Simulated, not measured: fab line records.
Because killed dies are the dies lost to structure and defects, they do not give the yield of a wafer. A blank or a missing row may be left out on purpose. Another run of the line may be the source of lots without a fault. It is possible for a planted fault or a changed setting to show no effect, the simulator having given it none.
Which tool was responsible? | flow nand_harc | 24 lots, 72 wafers sampled, at 6 steps of a route of 1302

## WHAT THE GAUGES SHOWED, per wafer
No reading from a measuring or inspecting step in the record can be judged against a usual standard deviation.

## WHAT TOOL EACH LOT RAN ON (gives the tool, then ch and the chambers of the sampled wafers, and finally the start)
lot  | NHARC_A_STAIRCASE_TRIM_20          | NHARC_A_STAIRCASE_ETCH_192                    | NHARC_A_STAIRCASE_ETCH_197                    | NHARC_A_STAIRCASE_TRIM_198                    | NHARC_A_STAIRCASE_TRIM_200                    | NHARC_A_STAIRCASE_STRIP_205
L074 | rie_diel-06 ch 0,1,2, day 16 03:29 | rie_diel-09 ch 0,1,3, day 16 08:25 or earlier | rie_diel-03 ch 0,2, day 16 08:25 or earlier   | rie_diel-03 ch 0,2, day 16 08:25 or earlier   | rie_diel-03 ch 0,1,2, day 16 08:25 or earlier | plasma_asher-02 ch 0,1, day 16 08:25
L075 | rie_diel-03 ch 0,2,3, day 16 03:41 | rie_diel-06 ch 0,2,3, day 16 09:13 or earlier | rie_diel-09 ch 2,3, day 16 09:13 or earlier   | rie_diel-09 ch 0,2, day 16 09:13 or earlier   | rie_diel-09 ch 1,2,3, day 16 09:13 or earlier | plasma_asher-01 ch 1, day 16 09:13
L076 | rie_diel-06 ch 0,1,3, day 16 23:49 | rie_diel-09 ch 0,2,3, day 17 04:32 or earlier | rie_diel-06 ch 1,2,3, day 17 04:32 or earlier | rie_diel-06 ch 1,2,3, day 17 04:32 or earlier | rie_diel-06 ch 0,2,3, day 17 04:32 or earlier | plasma_asher-01 ch 0,1, day 17 04:32
L078 | rie_diel-09 ch 0,2, day 17 11:28   | rie_diel-09 ch 0,1,2, day 17 20:48 or earlier | rie_diel-03 ch 0,1, day 17 20:48 or earlier   | rie_diel-03 ch 0,1, day 17 20:48 or earlier   | rie_diel-03 ch 0,1,2, day 17 20:48 or earlier | plasma_asher-01 ch 1, day 17 20:48
L077 | rie_diel-09 ch 0,1,2, day 17 11:34 | rie_diel-03 ch 0,2,3, day 17 19:40 or earlier | rie_diel-06 ch 0,1,3, day 17 19:40 or earlier | rie_diel-06 ch 1,2,3, day 17 19:40 or earlier | rie_diel-06 ch 1,2, day 17 19:40 or earlier   | plasma_asher-02 ch 0,1, day 17 19:40
L079 | rie_diel-03 ch 1,2, day 17 17:43   | rie_diel-06 ch 0,1,2, day 17 22:45 or earlier | rie_diel-09 ch 0,3, day 17 22:45 or earlier   | rie_diel-09 ch 0,3, day 17 22:45 or earlier   | rie_diel-09 ch 1,2, day 17 22:45 or earlier   | plasma_asher-02 ch 0,1, day 17 22:45
L080 | rie_diel-09 ch 1,2,3, day 18 02:16 | rie_diel-03 ch 1,2,3, day 18 08:04 or earlier | rie_diel-03 ch 0,1,3, day 18 08:04 or earlier | rie_diel-03 ch 0,1,3, day 18 08:04 or earlier | rie_diel-03 ch 1,2,3, day 18 08:04 or earlier | plasma_asher-02 ch 0,1, day 18 08:04
L081 | rie_diel-06 ch 0,1,2, day 18 12:00 | rie_diel-03 ch 0,2, day 18 16:38 or earlier   | rie_diel-03 ch 0,1,3, day 18 16:38 or earlier | rie_diel-03 ch 0,2,3, day 18 16:38 or earlier | rie_diel-03 ch 0,1,2, day 18 16:38 or earlier | plasma_asher-02 ch 0,1, day 18 16:38
L082 | rie_diel-09 ch 1,2,3, day 19 06:59 | rie_diel-03 ch 0,1,3, day 19 13:33 or earlier | rie_diel-09 ch 0,2,3, day 19 13:33 or earlier | rie_diel-09 ch 0,1,3, day 19 13:33 or earlier | rie_diel-09 ch 0,1,3, day 19 13:33 or earlier | plasma_asher-02 ch 0,1, day 19 13:33
L085 | rie_diel-06 ch 0,2, day 20 02:40   | rie_diel-06 ch 0,2,3, day 20 08:16 or earlier | rie_diel-09 ch 0,1,2, day 20 08:16 or earlier | rie_diel-09 ch 0,3, day 20 08:16 or earlier   | rie_diel-09 ch 0,1,3, day 20 08:16 or earlier | plasma_asher-02 ch 0,1, day 20 08:16
L084 | rie_diel-06 ch 0,3, day 20 03:46   | rie_diel-09 ch 0,2,3, day 20 09:06 or earlier | rie_diel-09 ch 1,2,3, day 20 09:06 or earlier | rie_diel-09 ch 0,1,3, day 20 09:06 or earlier | rie_diel-09 ch 1,2,3, day 20 09:06 or earlier | plasma_asher-02 ch 0,1, day 20 09:06
L083 | rie_diel-09 ch 0,1,3, day 20 06:02 | rie_diel-09 ch 0,2, day 20 11:10 or earlier   | rie_diel-06 ch 0,2, day 20 11:10 or earlier   | rie_diel-06 ch 0,3, day 20 11:10 or earlier   | rie_diel-06 ch 2,3, day 20 11:10 or earlier   | plasma_asher-02 ch 0,1, day 20 11:10
L086 | rie_diel-03 ch 0,1, day 21 08:56   | rie_diel-09 ch 0,1,2, day 21 14:27 or earlier | rie_diel-03 ch 2,3, day 21 14:27              | rie_diel-03 ch 2,3, day 21 14:33              | rie_diel-03 ch 2,3, day 21 15:44 or earlier   | plasma_asher-02 ch 0,1, day 21 15:44
L089 | rie_diel-03 ch 0,2, day 21 20:50   | rie_diel-03 ch 1,2,3, day 22 02:05 or earlier | rie_diel-06 ch 0,2,3, day 22 02:05 or earlier | rie_diel-06 ch 0,1,3, day 22 02:05 or earlier | rie_diel-06 ch 0,1,2, day 22 02:05 or earlier | plasma_asher-02 ch 0,1, day 22 02:05
L087 | rie_diel-06 ch 0,1,3, day 21 21:51 | rie_diel-03 ch 0,2,3, day 22 02:55 or earlier | rie_diel-03 ch 1,2,3, day 22 02:55 or earlier | rie_diel-03 ch 0,2,3, day 22 02:55 or earlier | rie_diel-03 ch 0,1,2, day 22 02:55 or earlier | plasma_asher-02 ch 0,1, day 22 02:55
L088 | rie_diel-03 ch 0,2,3, day 22 03:05 | rie_diel-03 ch 1,2,3, day 22 07:56 or earlier | rie_diel-09 ch 2,3, day 22 07:56 or earlier   | rie_diel-09 ch 0,1,3, day 22 07:56 or earlier | rie_diel-09 ch 0,3, day 22 07:56 or earlier   | plasma_asher-02 ch 0,1, day 22 07:56
L090 | rie_diel-06 ch 0,1,2, day 22 11:10 | rie_diel-03 ch 0,2, day 22 16:06 or earlier   | rie_diel-03 ch 0,2,3, day 22 16:06 or earlier | rie_diel-03 ch 1,2,3, day 22 16:06 or earlier | rie_diel-03 ch 0,3, day 22 16:06 or earlier   | plasma_asher-02 ch 0,1, day 22 16:06
L091 | rie_diel-06 ch 0,1,3, day 22 22:40 | rie_diel-03 ch 1,2,3, day 23 03:30 or earlier | rie_diel-09 ch 1,2,3, day 23 03:30 or earlier | rie_diel-09 ch 0,1,2, day 23 03:30 or earlier | rie_diel-09 ch 2,3, day 23 03:30 or earlier   | plasma_asher-02 ch 0,1, day 23 03:30
L092 | rie_diel-09 ch 0,1,2, day 22 22:59 | rie_diel-06 ch 2,3, day 23 04:05 or earlier   | rie_diel-09 ch 0,3, day 23 04:05 or earlier   | rie_diel-09 ch 0,1,2, day 23 04:05 or earlier | rie_diel-09 ch 0,1, day 23 04:05 or earlier   | plasma_asher-02 ch 0,1, day 23 04:05
L093 | rie_diel-06 ch 0,1,2, day 23 06:38 | rie_diel-03 ch 0,2,3, day 23 15:21 or earlier | rie_diel-09 ch 0,1,2, day 23 15:21 or earlier | rie_diel-09 ch 1,2,3, day 23 15:21 or earlier | rie_diel-09 ch 0,1,2, day 23 15:21 or earlier | plasma_asher-02 ch 0,1, day 23 15:21
L094 | rie_diel-06 ch 0,2, day 24 09:38   | rie_diel-03 ch 0,1,3, day 24 17:16 or earlier | rie_diel-06 ch 2,3, day 24 17:16 or earlier   | rie_diel-06 ch 1,3, day 24 17:16 or earlier   | rie_diel-06 ch 0,1,3, day 24 17:16 or earlier | plasma_asher-02 ch 0,1, day 24 17:16
L096 | rie_diel-09 ch 1,2,3, day 24 09:55 | rie_diel-09 ch 0,1,3, day 24 15:20 or earlier | rie_diel-06 ch 0,1,2, day 24 15:20 or earlier | rie_diel-06 ch 0,2,3, day 24 15:20 or earlier | rie_diel-06 ch 0,1,3, day 24 15:20 or earlier | plasma_asher-01 ch 0,1, day 24 15:20
L095 | rie_diel-03 ch 0,1,2, day 24 10:08 | rie_diel-09 ch 1,2, day 24 15:02 or earlier   | rie_diel-09 ch 1,2,3, day 24 15:02 or earlier | rie_diel-09 ch 1,3, day 24 15:02 or earlier   | rie_diel-09 ch 0,2,3, day 24 15:02 or earlier | plasma_asher-02 ch 0,1, day 24 15:02
L097 | rie_diel-09 ch 1,2,3, day 25 06:55 | rie_diel-03 ch 0,1,3, day 25 11:39 or earlier | rie_diel-03 ch 0,1,3, day 25 11:39 or earlier | rie_diel-03 ch 0,1, day 25 11:39 or earlier   | rie_diel-03 ch 1,2, day 25 11:39 or earlier   | plasma_asher-02 ch 0, day 25 11:39
- NHARC_A_STAIRCASE_TRIM_20: chemistry O2, time 211.2 s.
- NHARC_A_STAIRCASE_ETCH_192: etches the open film in C4F8/O2, target depth 100 nm, time 40.5 s.
- NHARC_A_STAIRCASE_ETCH_197: etches the open film in C4F8/O2, target depth 100 nm, time 40.5 s.
- NHARC_A_STAIRCASE_TRIM_198: chemistry O2, time 211.2 s.
- NHARC_A_STAIRCASE_TRIM_200: chemistry O2, time 211.2 s.
- NHARC_A_STAIRCASE_STRIP_205: strips in O2.

## AS READ BY THE TOOLS THEMSELVES (means over the sampled wafers that have a number; for cases with no such wafer, the mark the record gives instead)
NHARC_A_STAIRCASE_TRIM_20. Usual: drypump_motor_current_A 5.5 A, standard deviation 0.38; oes_product_au 1.001 a.u., standard deviation 0.01; rf_vpp_V 58.0 V, standard deviation 0.91; showerhead_plenum_p_Torr 3.59 Torr, standard deviation 0.16; throttle_valve_pct 17.037 %, standard deviation 0.008.
lot  | tool        | drypump_motor_current_A (A) | oes_product_au (a.u.) | rf_vpp_V (V) | showerhead_plenum_p_Torr (Torr) | throttle_valve_pct (%) | flag
L074 | rie_diel-06 | 5.3                         | 1.003                 | 58.7         | 3.67                            | 17.038                 |
L075 | rie_diel-03 | 6.0                         | 1.002                 | 58.2         | 3.47                            | 17.032                 |
L076 | rie_diel-06 | 5.3                         | 0.994                 | 57.8         | 3.66                            | 17.032                 |
L078 | rie_diel-09 | 5.7                         | 1.017                 | 58.6         | 3.65                            | 17.036                 |
L077 | rie_diel-09 | 5.7                         | 1.018                 | 57.4         | 3.52                            | 17.036                 |
L079 | rie_diel-03 | 5.9                         | 1.002                 | 57.9         | 3.60                            | 17.038                 |
L080 | rie_diel-09 | 5.3                         | 1.002                 | 57.6         | 3.43                            | 17.034                 |
L081 | rie_diel-06 | 5.3                         | 1.000                 | 58.0         | 3.65                            | 17.031                 |
L082 | rie_diel-09 | 5.3                         | 1.003                 | 57.0         | 3.43                            | 17.034                 |
L085 | rie_diel-06 | 5.6                         | 1.001                 | 58.2         | 3.76                            | 17.039                 |
L084 | rie_diel-06 | 5.5                         | 1.007                 | 58.1         | 3.76                            | 17.036                 |
L083 | rie_diel-09 | 5.4                         | 1.011                 | 58.9         | 3.55                            | 17.039                 |
L086 | rie_diel-03 | 5.8                         | 1.004                 | 57.5         | 3.51                            | 17.031                 |
L089 | rie_diel-03 | 6.1                         | 0.994                 | 58.5         | 3.51                            | 17.039                 |
L087 | rie_diel-06 | 5.3                         | 1.006                 | 58.0         | 3.64                            | 17.032                 |
L088 | rie_diel-03 | 6.0                         | 0.985                 | 57.6         | 3.45                            | 17.044                 |
L090 | rie_diel-06 | 5.3                         | 0.993                 | 57.2         | 3.64                            | 17.033                 |
L091 | rie_diel-06 | 5.3                         | 1.000                 | 58.4         | 3.64                            | 17.041                 |
L092 | rie_diel-09 | 5.6                         | 1.005                 | 57.5         | 3.49                            | 17.033                 |
L093 | rie_diel-06 | 5.3                         | 0.997                 | 57.7         | 3.64                            | 17.039                 |
L094 | rie_diel-06 | 5.6                         | 0.987                 | 58.8         | 3.75                            | 17.041                 |
L096 | rie_diel-09 | 5.3                         | 1.002                 | 57.8         | 3.41                            | 17.042                 |
L095 | rie_diel-03 | 6.0                         | 0.998                 | 57.6         | 3.50                            | 17.031                 |
L097 | rie_diel-09 | 5.3                         | 1.002                 | 57.5         | 3.40                            | 17.039                 |

NHARC_A_STAIRCASE_ETCH_192. Usual: oes_product_au 0.942 a.u., standard deviation 0.011; rf_vpp_V 896 V, standard deviation 5.3.
lot  | tool        | oes_product_au (a.u.) | rf_vpp_V (V) | flag
L074 | rie_diel-09 | 0.942                 | 897          |
L075 | rie_diel-06 | 0.941                 | 905          |
L076 | rie_diel-09 | 0.956                 | 897          |
L078 | rie_diel-09 | 0.946                 | 895          |
L077 | rie_diel-03 | 0.935                 | 894          |
L079 | rie_diel-06 | 0.936                 | 901          |
L080 | rie_diel-03 | 0.945                 | 896          |
L081 | rie_diel-03 | 0.958                 | 896          |
L082 | rie_diel-03 | 0.946                 | 895          |
L085 | rie_diel-06 | 0.935                 | 904          |
L084 | rie_diel-09 | 0.939                 | 897          |
L083 | rie_diel-09 | 0.946                 | 895          |
L086 | rie_diel-09 | 0.949                 | 894          |
L089 | rie_diel-03 | 0.933                 | 895          |
L087 | rie_diel-03 | 0.933                 | 894          |
L088 | rie_diel-03 | 0.949                 | 896          |
L090 | rie_diel-03 | 0.932                 | 893          |
L091 | rie_diel-03 | 0.944                 | 895          |
L092 | rie_diel-06 | 0.946                 | 904          |
L093 | rie_diel-03 | 0.930                 | 893          |
L094 | rie_diel-03 | 0.939                 | 893          |
L096 | rie_diel-09 | 0.953                 | 895          |
L095 | rie_diel-09 | 0.952                 | 890          |
L097 | rie_diel-03 | 0.933                 | 893          |

NHARC_A_STAIRCASE_ETCH_197. Usual: oes_product_au 0.953 a.u., standard deviation 0.022; rf_vpp_V 897 V, standard deviation 5.7.
lot  | tool        | oes_product_au (a.u.) | rf_vpp_V (V) | flag
L074 | rie_diel-03 | 0.928                 | 896          |
L075 | rie_diel-09 | 0.970                 | 895          |
L076 | rie_diel-06 | 0.955                 | 901          |
L078 | rie_diel-03 | 0.972                 | 895          |
L077 | rie_diel-06 | 0.976                 | 901          |
L079 | rie_diel-09 | 0.946                 | 899          |
L080 | rie_diel-03 | 0.928                 | 894          |
L081 | rie_diel-03 | 0.938                 | 893          |
L082 | rie_diel-09 | 0.977                 | 897          |
L085 | rie_diel-09 | 0.950                 | 896          |
L084 | rie_diel-09 | 0.952                 | 893          |
L083 | rie_diel-06 | 0.967                 | 904          |
L086 | rie_diel-03 | 0.917                 | 896          |
L089 | rie_diel-06 | 0.961                 | 904          |
L087 | rie_diel-03 | 0.941                 | 896          |
L088 | rie_diel-09 | 0.978                 | 893          |
L090 | rie_diel-03 | 0.940                 | 894          |
L091 | rie_diel-09 | 0.971                 | 892          |
L092 | rie_diel-09 | 0.962                 | 898          |
L093 | rie_diel-09 | 0.983                 | 894          |
L094 | rie_diel-06 | 0.908                 | 905          |
L096 | rie_diel-06 | 0.968                 | 900          |
L095 | rie_diel-09 | 0.945                 | 892          |
L097 | rie_diel-03 | 0.938                 | 893          |

NHARC_A_STAIRCASE_TRIM_198. Usual: drypump_motor_current_A 5.6 A, standard deviation 0.37; oes_product_au 1.001 a.u., standard deviation 0.011; rf_vpp_V 57.9 V, standard deviation 0.9; showerhead_plenum_p_Torr 3.54 Torr, standard deviation 0.16; throttle_valve_pct 17.036 %, standard deviation 0.0093.
lot  | tool        | drypump_motor_current_A (A) | oes_product_au (a.u.) | rf_vpp_V (V) | showerhead_plenum_p_Torr (Torr) | throttle_valve_pct (%) | flag
L074 | rie_diel-03 | 6.0                         | 0.998                 | 57.1         | 3.53                            | 17.038                 |
L075 | rie_diel-09 | 5.7                         | 0.996                 | 57.9         | 3.52                            | 17.033                 |
L076 | rie_diel-06 | 5.3                         | 0.994                 | 59.0         | 3.67                            | 17.031                 |
L078 | rie_diel-03 | 5.8                         | 1.011                 | 57.9         | 3.52                            | 17.040                 |
L077 | rie_diel-06 | 5.3                         | 1.002                 | 58.1         | 3.67                            | 17.034                 |
L079 | rie_diel-09 | 5.5                         | 1.014                 | 58.6         | 3.69                            | 17.036                 |
L080 | rie_diel-03 | 5.9                         | 0.993                 | 58.0         | 3.46                            | 17.036                 |
L081 | rie_diel-03 | 6.0                         | 1.005                 | 58.0         | 3.47                            | 17.027                 |
L082 | rie_diel-09 | 5.4                         | 1.008                 | 57.4         | 3.56                            | 17.043                 |
L085 | rie_diel-09 | 5.2                         | 1.009                 | 57.6         | 3.61                            | 17.028                 |
L084 | rie_diel-09 | 5.4                         | 1.018                 | 57.9         | 3.55                            | 17.033                 |
L083 | rie_diel-06 | 5.4                         | 1.002                 | 58.8         | 3.77                            | 17.036                 |
L086 | rie_diel-03 | 6.0                         | 0.989                 | 57.8         | 3.52                            | 17.039                 |
L089 | rie_diel-06 | 5.2                         | 1.000                 | 58.1         | 3.64                            | 17.036                 |
L087 | rie_diel-03 | 6.0                         | 0.995                 | 58.0         | 3.45                            | 17.033                 |
L088 | rie_diel-09 | 5.4                         | 0.997                 | 57.8         | 3.54                            | 17.033                 |
L090 | rie_diel-03 | 5.9                         | 1.001                 | 58.1         | 3.52                            | 17.032                 |
L091 | rie_diel-09 | 5.6                         | 1.007                 | 57.6         | 3.49                            | 17.036                 |
L092 | rie_diel-09 | 5.6                         | 0.994                 | 57.6         | 3.49                            | 17.042                 |
L093 | rie_diel-09 | 5.3                         | 1.006                 | 57.3         | 3.41                            | 17.044                 |
L094 | rie_diel-06 | 5.2                         | 1.003                 | 57.7         | 3.64                            | 17.033                 |
L096 | rie_diel-06 | 5.5                         | 0.972                 | 58.2         | 3.75                            | 17.040                 |
L095 | rie_diel-09 | 5.3                         | 0.990                 | 57.6         | 3.40                            | 17.036                 |
L097 | rie_diel-03 | 6.0                         | 0.996                 | 57.7         | 3.44                            | 17.045                 |

NHARC_A_STAIRCASE_TRIM_200. Usual: drypump_motor_current_A 5.6 A, standard deviation 0.38; oes_product_au 1.001 a.u., standard deviation 0.011; rf_vpp_V 57.9 V, standard deviation 0.96; showerhead_plenum_p_Torr 3.55 Torr, standard deviation 0.16; throttle_valve_pct 17.037 %, standard deviation 0.0098.
lot  | tool        | drypump_motor_current_A (A) | oes_product_au (a.u.) | rf_vpp_V (V) | showerhead_plenum_p_Torr (Torr) | throttle_valve_pct (%) | flag
L074 | rie_diel-03 | 6.0                         | 1.013                 | 58.1         | 3.53                            | 17.029                 |
L075 | rie_diel-09 | 5.3                         | 0.998                 | 57.7         | 3.44                            | 17.036                 |
L076 | rie_diel-06 | 5.5                         | 0.991                 | 58.7         | 3.78                            | 17.040                 |
L078 | rie_diel-03 | 5.9                         | 1.008                 | 57.5         | 3.53                            | 17.040                 |
L077 | rie_diel-06 | 5.1                         | 0.987                 | 57.8         | 3.56                            | 17.043                 |
L079 | rie_diel-09 | 5.5                         | 1.015                 | 57.7         | 3.39                            | 17.028                 |
L080 | rie_diel-03 | 5.8                         | 0.994                 | 57.4         | 3.53                            | 17.042                 |
L081 | rie_diel-03 | 6.0                         | 1.000                 | 57.0         | 3.53                            | 17.043                 |
L082 | rie_diel-09 | 5.4                         | 1.011                 | 58.3         | 3.56                            | 17.032                 |
L085 | rie_diel-09 | 5.4                         | 1.013                 | 58.3         | 3.55                            | 17.036                 |
L084 | rie_diel-09 | 5.3                         | 1.006                 | 57.0         | 3.43                            | 17.030                 |
L083 | rie_diel-06 | 5.6                         | 0.995                 | 58.5         | 3.77                            | 17.034                 |
L086 | rie_diel-03 | 6.0                         | 0.994                 | 58.3         | 3.46                            | 17.039                 |
L089 | rie_diel-06 | 5.3                         | 0.997                 | 58.7         | 3.64                            | 17.051                 |
L087 | rie_diel-03 | 6.0                         | 1.002                 | 59.0         | 3.51                            | 17.036                 |
L088 | rie_diel-09 | 5.2                         | 0.998                 | 59.0         | 3.60                            | 17.034                 |
L090 | rie_diel-03 | 6.0                         | 0.992                 | 56.7         | 3.39                            | 17.036                 |
L091 | rie_diel-09 | 5.4                         | 1.009                 | 57.3         | 3.42                            | 17.037                 |
L092 | rie_diel-09 | 5.6                         | 1.008                 | 57.5         | 3.48                            | 17.030                 |
L093 | rie_diel-09 | 5.7                         | 1.015                 | 58.0         | 3.49                            | 17.037                 |
L094 | rie_diel-06 | 5.2                         | 0.994                 | 58.0         | 3.63                            | 17.048                 |
L096 | rie_diel-06 | 5.3                         | 0.991                 | 58.3         | 3.63                            | 17.039                 |
L095 | rie_diel-09 | 5.4                         | 1.009                 | 57.4         | 3.54                            | 17.042                 |
L097 | rie_diel-03 | 5.8                         | 1.002                 | 58.0         | 3.57                            | 17.041                 |

NHARC_A_STAIRCASE_STRIP_205. Usual: drypump_motor_current_A 5.1 A, standard deviation 0.36; heater_power_w 345 W, standard deviation 13.
lot  | tool            | drypump_motor_current_A (A) | heater_power_w (W) | flag
L074 | plasma_asher-02 | 4.9                         | 353                |
L075 | plasma_asher-01 | 5.7                         | 347                |
L076 | plasma_asher-01 | 5.6                         | 344                |
L078 | plasma_asher-01 | 5.6                         | 339                |
L077 | plasma_asher-02 | 5.2                         | 339                |
L079 | plasma_asher-02 | 4.9                         | 346                |
L080 | plasma_asher-02 | 4.9                         | 349                |
L081 | plasma_asher-02 | 5.2                         | 347                |
L082 | plasma_asher-02 | 5.2                         | 342                |
L085 | plasma_asher-02 | 4.9                         | 351                |
L084 | plasma_asher-02 | 4.9                         | 348                |
L083 | plasma_asher-02 | 4.9                         | 348                |
L086 | plasma_asher-02 | 4.9                         | 349                |
L089 | plasma_asher-02 | 4.9                         | 349                |
L087 | plasma_asher-02 | 5.1                         | 338                |
L088 | plasma_asher-02 | 5.1                         | 340                |
L090 | plasma_asher-02 | 4.9                         | 344                |
L091 | plasma_asher-02 | 5.2                         | 340                |
L092 | plasma_asher-02 | 4.9                         | 352                |
L093 | plasma_asher-02 | 5.1                         | 342                |
L094 | plasma_asher-02 | 4.9                         | 347                |
L096 | plasma_asher-01 | 5.6                         | 350                |
L095 | plasma_asher-02 | 5.1                         | 342                |
L097 | plasma_asher-02 | 5.4                         | 332                |

## THE ANSWER, worked out from the rows above alone
Rule: a lot is off if the mean of its wafers that have a number lies more than 3 standard deviations from the usual mean. Also off: a lot with no number at a reading for which 4 or more lots have one. Any other lot the step has rows for is counted as sound. The gauges are gone through in route order, then the tools' own readings, and for those a lot's mean is taken as printed above. At the first step where some lot is off, the reading lying furthest off is the one used; lots without a number count as furthest.
No lot is off at any reading shown: from this, nothing can be told.

## WHAT THE SIMULATOR HAD INSERTED
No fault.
